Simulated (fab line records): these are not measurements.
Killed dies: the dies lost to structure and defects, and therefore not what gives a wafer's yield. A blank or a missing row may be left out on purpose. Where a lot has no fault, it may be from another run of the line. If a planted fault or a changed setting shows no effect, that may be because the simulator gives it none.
Comparing a struck lot with a sound one | flow nand harc | 14 out of 1302 route steps
Sound: wafers L838.2, L838.4, L838.6. Struck: wafer L845.1 (L845.5, L845.6, from the same lot, were not struck and are left out); the cause is given at the end.
Each step with rows lists, per side, the tool, then ch with its chambers, then its first start. Under that, the readings that differ: sound wafers | struck wafers | difference of the means | sigmas: that difference in standard deviations of wafers without a fault.
alike: readings whose means differ by less than 2 such deviations, and words and numbers that are the same on both sides. not compared: withheld readings, readings that some wafer has no value for, bounds like >300 that may hide the same value, and numbers for which the record gives no deviation and whose values overlap.
Wherever a step has rows on one side only, a row that says differs or no value, or a row with sigmas, the two part there. Numbers that don't overlap but have no deviation are shown without sigmas and don't part them. Lack of a reading on every wafer of one side parts them only where that side has two or more wafers.

NHARC_A_SOURCE_PLATE_THK_MEAS_09: measures by ellipsometry.
  sound on film metro-01, day 8 15:40; struck on film metro-01, day 11 17:46
  alike: thk nm
then, 3 steps without rows for these wafers: NHARC_A_SOURCE_PLATE_PVD_04 (deposits WSi2, target thk 50 nm); NHARC_A_SOURCE_PLATE_CVD_03 (deposits poly-Si, target thk 200 nm, time 4000 s); NHARC_A_SOURCE_PLATE_ANNEAL_05 (time 1800 s).
NHARC_A_SOURCE_PLATE_THK_MEAS_06: measures by ellipsometry.
  sound on film metro-01, day 9 04:45; struck on film metro-01, day 12 06:35
  alike: thk nm
NHARC_A_SOURCE_PLATE_INSPECT_08:
  sound on defect inspect-02, day 9 04:51; struck on defect inspect-01, day 12 06:42
  alike: raw defect count
next comes 1 step that has no rows for these wafers: NHARC_A_ONON_D1_DEP_00 (target thickness 1000 nm).
NHARC_A_ONON_D1_THK_MEAS_02: measures by ellipsometry.
  sound on film metro-02, day 9 05:26; struck on film metro-02, day 12 07:16
  alike: thk nm
next comes 1 step that has no rows for these wafers: NHARC_A_ONON_D1_DEP_03 (target thickness 1000 nm).
NHARC_A_ONON_D1_THK_MEAS_05: measures by ellipsometry.
  sound on film metro-01, day 9 05:59; struck on film metro-01, day 12 07:50
  alike: thk nm
NHARC_A_ONON_D1_DEP_06: target thk 1000 nm.
  sound on pecvd onon-04 ch 0, day 9 06:08; struck on pecvd onon-04 ch 0, day 12 07:54
NHARC_A_ONON_D1_THK_MEAS_08: measures by ellipsometry.
  sound on film metro-01, day 9 06:35; struck on film metro-01, day 12 08:25
  reading     | sound        | struck | difference | sigmas
  thk nm (nm) | 998 997 1001 | 593    | -406       | -37
next comes 1 step that has no rows for these wafers: NHARC_A_ONON_D1_DEP_09 (target thickness 1000 nm).
-- the record jumps here: 17 days lie between the struck wafers' starts before and after (it left off in module A_ONON_D1 and takes up again in module END, whose first step shown is number 1302 of the route) --
NHARC_END_SORT_01:
  sound on prober-01 ch 0, day 26 01:05; struck on prober-01 ch 0, day 29 10:19
  reading         | sound    | struck | difference | sigmas
  killed at array | 86 76 79 | 674    | +594       | +40
  killed dies     | 87 77 83 | 677    | +595       | +40
  alike: killed at other, killed at periphery, killed open, killed short

## WHERE THEY PART
Last at NHARC_END_SORT_01 as far as this record goes, first at NHARC_A_ONON_D1_THK_MEAS_08.

WHY: the cause the simulator had injected
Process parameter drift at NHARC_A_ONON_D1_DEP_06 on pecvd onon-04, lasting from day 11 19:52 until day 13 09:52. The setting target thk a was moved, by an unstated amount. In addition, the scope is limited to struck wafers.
